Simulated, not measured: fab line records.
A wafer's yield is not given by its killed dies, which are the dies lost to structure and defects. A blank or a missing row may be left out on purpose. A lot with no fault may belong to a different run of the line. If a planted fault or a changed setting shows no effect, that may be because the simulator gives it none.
Matching of chambers -- flow nandHarc -- 4 sister chambers for NHARC_A_CHANNEL_FILL_D2_ALD_14 on aldHk-03
The step deposits SiO2, target thk 2.5 nm, pulse time 10 s, ald cycles 25. 4 wafers are shown with their chamber, then 12 later ones without.

== WAFERS, EACH WITH ITS CHAMBER ==
wafer,chamber,heaterPowerW (W)
L088.1,3,398
L088.4,0,443
L089.5,2,552
L089.6,1,498

== WAFERS WHOSE CHAMBER IS MISSING ==
wafer,heaterPowerW (W)
L090.1,450
L090.2,384
L090.3,504
L095.1,393
L095.3,478
L095.4,561
L093.2,559
L093.4,459
L093.6,437
L097.1,553
L097.2,385
L097.5,545

== WHICH CHAMBER EACH ONE RAN IN ==
wafer,from the rows above,in truth
L090.1,0,0
L090.2,3,3
L090.3,1,1
L095.1,3,3
L095.3,can't be placed: 1 or 0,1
L095.4,2,2
L093.2,2,2
L093.4,0,0
L093.6,0,0
L097.1,2,2
L097.2,3,3
L097.5,2,2
Correct placement for 11 of the 12. Can't be placed from these rows: 1 (the true chamber is among the candidates in 1). 0 placed wrongly.
How it was worked out, from the rows above alone: a wafer's distance from a chamber is the root of the sum, over the readings, of the square of ((its reading less the chamber's mean) divided by the reading's scatter). The wafer belongs to the nearest chamber; if the next one is less than 2 further off, it can't be placed. For every chamber, the mean is computed from those of its wafers that are shown. The scatter (one wafer shown for each chamber): square how far every hidden wafer sits from the nearest shown wafer, average those squares and take the square root.
